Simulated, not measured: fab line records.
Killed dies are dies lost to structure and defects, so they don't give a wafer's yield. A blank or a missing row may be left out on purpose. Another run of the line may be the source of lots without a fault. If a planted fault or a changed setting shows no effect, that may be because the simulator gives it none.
fab line records	flow nand_harc
record lots=5	wafers=15	last_day=24
route steps=1159 shown P_ZERO_WELL@14
lots that met no fault: from a run of the same line without faults
start_h: hours from the record's opening day to when the first of the lot's shown wafers began	wait_h: hours since the lot's step before	" same as the row above	L1.1+2: a row that stands for several wafers	- no value, or no start given	* or withheld: withheld	< > ~ a bound
route shown NAME@n: names a module that has steps shown in the file, with the first one's number in the route	usual: average and standard deviation across the fault-free wafers	same: alike in all rows	chamber/n: place in a boat	sites: each site's reading	_std_site: standard deviation of those values	_edge_site: outer sites' mean less inner sites'	radius_mm: how far each site lies from the wafer's centre	mask NAME#n: copy n	behind: tool/chamber where the wafer was last shaped	hold: why the lot was held/for how many hours/how that ended	device: whichever transistor did not switch (one of n, p or np)	end of line: the route-end tests of the same wafers	where a step has no rows: the recipe by itself	killed: not the wafer's yield, but the dies lost to structure and defects at the first sort	map: per-die view of a wafer (x killed, . not killed, _ where there is no die)
set.NAME: the setting the step ran with; set.NAME@STEP: the setting that earlier step ran with	model.NAME: the simulator's own value behind a step, which no gauge read
lots at selected steps of the route; one table per step, one row per wafer
services: from which hour (start_h, from the record's first day; less than 0 if before it) a tool's chamber was out of use, for how many hours, and why
## steps
# step NHARC_P_ZERO_WELL_CD_MEAS_11
# recipe target_cd_nm=500	landing_energy_ev=500
# usual cd_nm=500.1/1.6
lot.wafer	tool	chamber	start_h	wait_h	cd_nm
L197.1	cd_sem-03	0	31.24	-	499.9
L197.2	"	0	"	"	502.5
L197.5	"	0	"	"	501.1
L200.1	cd_sem-01	0	49.30	-	500.6
L200.3	"	0	"	"	500.2
L200.4	"	0	"	"	497.8
L201.2	cd_sem-03	0	55.24	-	501.7
L201.5	"	0	"	"	502.3
L201.6	"	0	"	"	502.4
L212.1	cd_sem-03	0	121.25	-	499.2
L212.4	"	0	"	"	498.4
L212.5	"	0	"	"	500.4
L215.1	cd_sem-01	0	139.25	-	497.9
L215.3	"	0	"	"	500.4
L215.6	"	0	"	"	498.4
# step NHARC_P_ZERO_WELL_HARDBAKE_12
# recipe temp_c=118	time_s=65
# step NHARC_P_ZERO_WELL_DESCUM_13
# recipe time_s=3	o2_flow_sccm=200	ar_flow_sccm=0	bias_power_w=0	chemistry=O2
# usual drypump_motor_current_A=6.0/0.42	o2_flow_sccm=200.0/0.57	oes_product_au=1.000/0.011	rf_vpp_V=57.8/0.89	showerhead_plenum_p_Torr=1.95/0.078	throttle_valve_pct=11.312/0.0084
lot.wafer	tool	chamber	start_h	wait_h	drypump_motor_current_A	o2_flow_sccm	oes_product_au	rf_hours_counter_h	rf_vpp_V	showerhead_plenum_p_Torr	throttle_valve_pct
L197.1	rie_diel-04	1	31.40	-	6.3	200.6	1.000	7	59.7	1.96	11.307
L197.2	"	3	"	"	6.2	200.7	0.991	7	57.4	1.98	11.316
L197.5	"	1	"	"	6.3	199.6	0.995	-	57.9	1.96	11.308
L200.4	rie_diel-11	0	49.45	-	6.0	200.1	1.008	1	58.7	2.02	11.316
L200.3	"	1	"	"	6.6	200.3	0.996	1	57.7	1.81	11.308
L200.1	"	2	"	"	5.9	200.5	1.012	1	56.8	1.93	11.314
L201.2	rie_diel-11	0	55.41	-	6.1	199.7	1.003	2	57.4	2.02	11.325
L201.6	"	3	"	"	5.1	200.5	0.993	-	58.1	2.06	11.310
L201.5	"	0	"	"	6.1	199.4	1.016	-	57.7	2.02	11.324
L212.4	rie_diel-07	3	121.43	-	5.4	199.0	0.984	5	58.4	1.86	11.323
L212.1	"	0	"	"	5.3	199.6	1.000	6	58.7	1.98	11.323
L212.5	"	1	"	"	5.9	199.5	0.976	-	57.4	2.04	11.298
L215.3	rie_diel-04	3	139.42	-	6.2	200.2	0.992	1	58.5	1.97	11.306
L215.1	"	1	"	"	6.3	200.8	1.007	2	58.4	1.96	11.303
L215.6	"	2	"	"	6.3	200.4	0.999	-	57.8	1.92	11.310
# step NHARC_P_ZERO_WELL_ETCH_65
# recipe target_depth_a=800	overetch_a=240	time_s=87.88	ion_energy_ev=200	n2_flow_sccm=150	h2_flow_sccm=150	ar_flow_sccm=0	rf_w=400	bias_w=150	chemistry=N2/H2
# usual drypump_motor_current_A=5.9/0.42	oes_product_au=1.000/0.011	rf_vpp_V=431.5/2.5	showerhead_plenum_p_Torr=2.07/0.087	throttle_valve_pct=14.171/0.0098
lot.wafer	tool	chamber	start_h	wait_h	drypump_motor_current_A	oes_product_au	rf_hours_counter_h	rf_vpp_V	showerhead_plenum_p_Torr	throttle_valve_pct
L197.1	rie_diel-04	2	31.48	0.1	6.3	1.013	7	429.8	2.05	14.181
L197.2	"	1	"	"	6.3	0.995	7	432.2	2.09	14.180
L197.5	"	2	"	"	6.3	1.016	-	431.0	2.06	14.172
L200.1	rie_diel-11	1	49.55	0.1	6.6	0.998	1	427.4	1.93	14.178
L200.4	"	2	"	"	5.9	1.009	1	430.8	2.06	14.165
L200.3	"	3	"	"	5.1	1.007	1	434.3	2.20	14.176
L201.2	rie_diel-11	2	55.48	0.1	5.9	0.999	1	431.6	2.06	14.160
L201.5	"	2	"	"	5.9	0.999	-	431.9	2.06	14.169
L201.6	"	3	"	"	5.1	1.008	-	435.0	2.20	14.167
L212.4	rie_diel-07	3	121.50	0.1	5.4	1.003	5	428.5	1.98	14.177
L212.1	"	1	"	"	5.8	0.993	5	434.1	2.18	14.153
L212.5	"	2	"	"	5.7	0.997	-	427.9	1.91	14.174
L215.3	rie_diel-04	1	139.51	0.1	6.3	1.001	2	431.6	2.09	14.163
L215.1	"	2	"	"	6.3	1.006	2	430.6	2.05	14.150
L215.6	"	0	"	"	6.1	1.003	-	433.7	2.09	14.173
# step NHARC_P_ZERO_WELL_ETCH_62
# recipe target_depth_a=130	time_s=6.5	chf3_flow_sccm=50	ar_flow_sccm=200	rf_w=500	bias_w=200	chemistry=CHF3/Ar
# usual drypump_motor_current_A=6.0/0.42	oes_product_au=0.963/0.017	rf_vpp_V=371.5/2.1	showerhead_plenum_p_Torr=2.38/0.091	throttle_valve_pct=20.217/0.0094
lot.wafer	tool	chamber	start_h	wait_h	drypump_motor_current_A	oes_product_au	rf_hours_counter_h	rf_vpp_V	showerhead_plenum_p_Torr	throttle_valve_pct
L197.2	rie_diel-04	2	-	-	6.3	0.982	7	371.7	2.36	20.232
L197.1	"	3	"	"	6.2	0.973	7	371.2	2.42	20.227
L197.5	"	2	"	"	6.3	0.987	-	371.7	2.36	20.217
L200.3	rie_diel-11	0	-	-	6.1	0.959	2	374.3	2.47	20.206
L200.1	"	1	"	"	6.6	0.945	1	367.4	2.22	20.220
L200.4	"	2	"	"	5.9	0.955	1	368.5	2.36	20.222
L201.2	rie_diel-11	0	-	-	6.0	0.962	2	373.0	2.47	20.214
L201.6	"	2	"	"	5.9	0.976	-	370.5	2.36	20.221
L201.5	"	3	"	"	5.1	0.964	-	374.9	2.52	20.221
L212.4	rie_diel-07	2	-	-	5.7	0.952	5	367.1	2.20	20.213
L212.1	"	0	"	"	5.3	0.988	6	373.6	2.42	20.215
L212.5	"	2	"	"	5.7	0.962	-	367.5	2.20	20.220
L215.1	rie_diel-04	2	-	-	6.3	0.965	2	370.8	2.36	20.231
L215.3	"	3	"	"	6.2	0.961	1	372.3	2.41	20.216
L215.6	"	0	"	"	6.1	0.972	-	373.6	2.40	20.218
# step NHARC_P_ZERO_WELL_ETCH_63
# recipe target_depth_a=1200	time_s=40.1	hbr_flow_sccm=150	cl2_flow_sccm=50	rf_w=400	icp_w=400	bias_w=100	chemistry=HBr/Cl2
# usual drypump_motor_current_A=5.7/0.4	oes_product_au=1.000/0.0095	throttle_valve_pct=26.406/0.0093
lot.wafer	tool	chamber	start_h	wait_h	drypump_motor_current_A	oes_product_au	rf_hours_counter_h	throttle_valve_pct
L197.2	rie_si-01	2	31.65	-	6.5	1.014	0.6	26.409
L197.1	"	3	"	"	5.7	0.993	0.6	26.400
L197.5	"	3	"	"	5.8	0.993	-	26.409
L200.1	rie_si-04	1	49.71	-	5.8	1.009	0.9	26.403
L200.3	"	2	"	"	4.9	1.001	0.9	26.407
L200.4	"	0	"	"	5.6	0.993	1.0	26.400
L201.2	rie_si-04	0	55.68	-	5.5	0.997	1.0	26.412
L201.5	"	2	"	"	4.9	1.004	-	26.404
L201.6	"	3	"	"	6.3	0.991	-	26.403
L212.1	rie_si-04	3	121.68	-	6.3	0.992	0.2	26.413
L212.4	"	0	"	"	5.6	0.996	0.1	26.423
L212.5	"	2	"	"	4.9	0.997	-	26.401
L215.3	rie_si-06	2	139.69	-	5.9	1.013	1.1	26.437
L215.1	"	3	"	"	5.6	0.998	1.2	26.417
L215.6	"	1	"	"	5.8	1.001	-	26.398
# step NHARC_P_ZERO_WELL_STRIP_15
# recipe time_s=900	temp_c=130	chemistry=SPM
# step NHARC_P_ZERO_WELL_DEHYDRATE_16
# recipe temp_c=150	time_s=120
# step NHARC_P_ZERO_WELL_HMDS_17
# recipe time_s=30
# step NHARC_P_ZERO_WELL_COAT_18
# recipe spin_rpm=withheld
# step NHARC_P_ZERO_WELL_SOFTBAKE_19
# recipe temp_c=122	time_s=95
# step NHARC_P_ZERO_WELL_EBR_20
# step NHARC_P_ZERO_WELL_EXPOSE_21
# recipe na=0.6	target_cd_nm=720	dose_mj=22.31	mask_id=P_NWELL
lot.wafer	tool	chamber	start_h	wait_h	mask
L197.1+2+5	krf_scanner-03	0	32.42	-	P_NWELL#0
L200.1+3+4	krf_scanner-02	0	50.35	-	P_HVPW#0
L201.2+5+6	krf_scanner-02	0	56.31	-	P_NWELL#0
L212.1+4+5	krf_scanner-01	0	122.32	-	P_NWELL#0
L215.1+3+6	krf_scanner-03	0	140.45	-	P_NWELL#0
# step NHARC_P_ZERO_WELL_PEB_22
# recipe peb_temp_c=118	peb_time_s=85
# step NHARC_P_ZERO_WELL_DEVELOP_23
# recipe time_s=70
# step NHARC_P_ZERO_WELL_CD_MEAS_24
# recipe target_cd_nm=720	landing_energy_ev=500
# usual cd_nm=720.5/2
lot.wafer	tool	chamber	start_h	wait_h	cd_nm
L197.1	cd_sem-03	0	32.58	-	722.4
L197.2	"	0	"	"	719.8
L197.5	"	0	"	"	719.5
L200.1	cd_sem-01	0	50.51	-	-
L200.3	"	0	"	"	-
L200.4	"	0	"	"	-
L201.2	cd_sem-01	0	56.46	-	716.7
L201.5	"	0	"	"	718.6
L201.6	"	0	"	"	718.1
L212.1	cd_sem-03	0	122.48	-	719.6
L212.4	"	0	"	"	718.4
L212.5	"	0	"	"	716.5
L215.1	cd_sem-03	0	140.61	-	718.7
L215.3	"	0	"	"	719.8
L215.6	"	0	"	"	720.5
# step NHARC_P_ZERO_WELL_HARDBAKE_25
# recipe temp_c=125	time_s=80
## services
tool	chamber	start_h	hours	kind
krf_scanner-02	-	8.70	0.6	repair
rie_diel-11	-	12.50	9.0	pm
rie_diel-11	0	12.50	9.0	vent_cycle
rie_diel-11	1	12.50	11.2	vent_cycle
rie_diel-11	2	12.50	9.0	vent_cycle
rie_diel-11	3	12.50	9.0	vent_cycle
rie_diel-04	0	17.49	-	clean
rie_si-06	3	26.15	5.3	repair
krf_scanner-02	-	38.00	4.0	pm
rie_diel-07	-	51.20	9.0	pm
rie_si-01	-	55.80	2.0	repair
rie_diel-04	-	64.82	1.5	repair
rie_diel-11	0	74.20	17.4	repair
rie_si-06	0	75.87	13.3	repair
krf_scanner-01	-	84.00	4.0	pm
rie_diel-04	-	95.59	0.5	repair
rie_si-04	2	98.30	5.7	repair
rie_si-04	-	99.00	9.0	pm
krf_scanner-03	-	101.11	0.6	repair
rie_si-04	0	111.08	4.2	repair
rie_diel-04	-	111.92	9.0	pm
rie_diel-11	0	124.39	23.1	repair
rie_si-01	1	126.73	2.9	repair
rie_si-01	-	127.00	9.0	pm
## key
first_sign step=NHARC_P_ZERO_WELL_EXPOSE_21	reading=mask	direction=changed
effect step=NHARC_P_ZERO_WELL_CD_MEAS_24	reading=cd_nm	direction=missing
met_at NHARC_P_ZERO_WELL_EXPOSE_21
struck_wafers L200.1,L200.3,L200.4
later_rows_left_out L200.1,L200.3,L200.4
sort_left_out L200.1,L200.3,L200.4
tester_left_out L200
fault kind=wrong_mask	tool=any	chamber=-	onset_h=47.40	steps=NHARC_P_ZERO_WELL_EXPOSE_21	aux_copy=P_HVPW#0	scope=struck_lots_only
# tester_left_out: of these lots the tester's yield and bins aren't shown, on N5 and GAA mostly nor the transistor test; their killed dies are dies lost to structure and defects alone, not to doping, threshold or leakage, so they don't give the yield
# sort_left_out: the simulated sort isn't trusted on such a fault, so these wafers' sort isn't shown, and their yield isn't known
# later_rows_left_out: the simulator's readings of these wafers behind a module that went badly wrong aren't trusted and aren't shown, but for the sort
